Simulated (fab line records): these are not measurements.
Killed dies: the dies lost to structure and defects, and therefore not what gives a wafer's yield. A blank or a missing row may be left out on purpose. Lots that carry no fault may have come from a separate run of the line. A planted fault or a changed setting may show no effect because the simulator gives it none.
Chamber matching / flow n5-finfet / 4 sister chambers for N5_MIM_BOT_ETCH_STRIP_01 on rie-diel-04
The step strips in O2. 16 wafers are shown with their chamber, then 8 later ones without.

## WAFERS WITH THEIR CHAMBER
wafer=L508.3; chamber=0; showerhead-plenum-p-Torr (Torr)=2.22; drypump-motor-current-A (A)=5.6; throttle-valve-pct (%)=16.74
wafer=L508.5; chamber=0; showerhead-plenum-p-Torr (Torr)=2.22; drypump-motor-current-A (A)=5.6; throttle-valve-pct (%)=16.74
wafer=L508.6; chamber=3; showerhead-plenum-p-Torr (Torr)=2.04; drypump-motor-current-A (A)=6.0; throttle-valve-pct (%)=16.22
wafer=L509.2; chamber=3; showerhead-plenum-p-Torr (Torr)=2.04; drypump-motor-current-A (A)=6.1; throttle-valve-pct (%)=16.25
wafer=L509.5; chamber=0; showerhead-plenum-p-Torr (Torr)=2.22; drypump-motor-current-A (A)=5.6; throttle-valve-pct (%)=16.73
wafer=L509.6; chamber=3; showerhead-plenum-p-Torr (Torr)=2.04; drypump-motor-current-A (A)=6.0; throttle-valve-pct (%)=16.24
wafer=L512.3; chamber=2; showerhead-plenum-p-Torr (Torr)=2.03; drypump-motor-current-A (A)=5.3; throttle-valve-pct (%)=16.41
wafer=L512.4; chamber=1; showerhead-plenum-p-Torr (Torr)=2.17; drypump-motor-current-A (A)=5.5; throttle-valve-pct (%)=16.56
wafer=L512.6; chamber=3; showerhead-plenum-p-Torr (Torr)=2.03; drypump-motor-current-A (A)=6.1; throttle-valve-pct (%)=16.28
wafer=L515.2; chamber=3; showerhead-plenum-p-Torr (Torr)=2.03; drypump-motor-current-A (A)=6.1; throttle-valve-pct (%)=16.24
wafer=L515.4; chamber=0; showerhead-plenum-p-Torr (Torr)=2.21; drypump-motor-current-A (A)=5.6; throttle-valve-pct (%)=16.73
wafer=L515.6; chamber=2; showerhead-plenum-p-Torr (Torr)=2.03; drypump-motor-current-A (A)=5.3; throttle-valve-pct (%)=16.39
wafer=L516.2; chamber=3; showerhead-plenum-p-Torr (Torr)=2.03; drypump-motor-current-A (A)=6.1; throttle-valve-pct (%)=16.24
wafer=L516.3; chamber=2; showerhead-plenum-p-Torr (Torr)=2.03; drypump-motor-current-A (A)=5.3; throttle-valve-pct (%)=16.35
wafer=L516.6; chamber=3; showerhead-plenum-p-Torr (Torr)=2.03; drypump-motor-current-A (A)=6.0; throttle-valve-pct (%)=16.24
wafer=L520.2; chamber=0; showerhead-plenum-p-Torr (Torr)=2.21; drypump-motor-current-A (A)=5.6; throttle-valve-pct (%)=16.78

SIGNATURES (means of the wafers above)
reading=showerhead-plenum-p-Torr; chamber 0=2.2160; chamber 1=2.1700; chamber 2=2.0300; chamber 3=2.0343; scatter within a chamber=0.00493
reading=drypump-motor-current-A; chamber 0=5.600; chamber 1=5.500; chamber 2=5.300; chamber 3=6.057; scatter within a chamber=0.0378
reading=throttle-valve-pct; chamber 0=16.7440; chamber 1=16.5600; chamber 2=16.3833; chamber 3=16.2443; scatter within a chamber=0.0215
Rule: a wafer lies at a distance from a chamber equal to the root of the sum of squares, over the readings, of (its reading less the chamber's mean, divided by the reading's scatter). The wafer belongs to the nearest chamber; if the next one is less than 2 further off, it can't be placed. The scatter: the root of (the sum of the squares of (reading less its chamber's mean) over the shown wafers, divided by (wafers less chambers)).

## WAFERS MISSING THEIR CHAMBER
wafer=L520.4; showerhead-plenum-p-Torr (Torr)=2.03; drypump-motor-current-A (A)=5.3; throttle-valve-pct (%)=16.44
wafer=L520.6; showerhead-plenum-p-Torr (Torr)=2.16; drypump-motor-current-A (A)=5.5; throttle-valve-pct (%)=16.22
wafer=L521.1; showerhead-plenum-p-Torr (Torr)=2.03; drypump-motor-current-A (A)=6.1; throttle-valve-pct (%)=16.32
wafer=L521.2; showerhead-plenum-p-Torr (Torr)=2.21; drypump-motor-current-A (A)=5.6; throttle-valve-pct (%)=16.78
wafer=L521.3; showerhead-plenum-p-Torr (Torr)=2.02; drypump-motor-current-A (A)=5.3; throttle-valve-pct (%)=16.48
wafer=L523.1; showerhead-plenum-p-Torr (Torr)=2.21; drypump-motor-current-A (A)=5.6; throttle-valve-pct (%)=16.83
wafer=L523.3; showerhead-plenum-p-Torr (Torr)=2.16; drypump-motor-current-A (A)=5.4; throttle-valve-pct (%)=16.25
wafer=L523.4; showerhead-plenum-p-Torr (Torr)=2.16; drypump-motor-current-A (A)=5.5; throttle-valve-pct (%)=16.21

## EACH ONE'S CHAMBER
wafer=L520.4; from the rows above=2; in truth=2
wafer=L520.6; from the rows above=1; in truth=1
wafer=L521.1; from the rows above=3; in truth=3
wafer=L521.2; from the rows above=0; in truth=0
wafer=L521.3; from the rows above=2; in truth=2
wafer=L523.1; from the rows above=0; in truth=0
wafer=L523.3; from the rows above=1; in truth=1
wafer=L523.4; from the rows above=1; in truth=1
Correctly placed: 8 of 8. Number that these rows cannot place: 0. Number placed wrongly: 0.
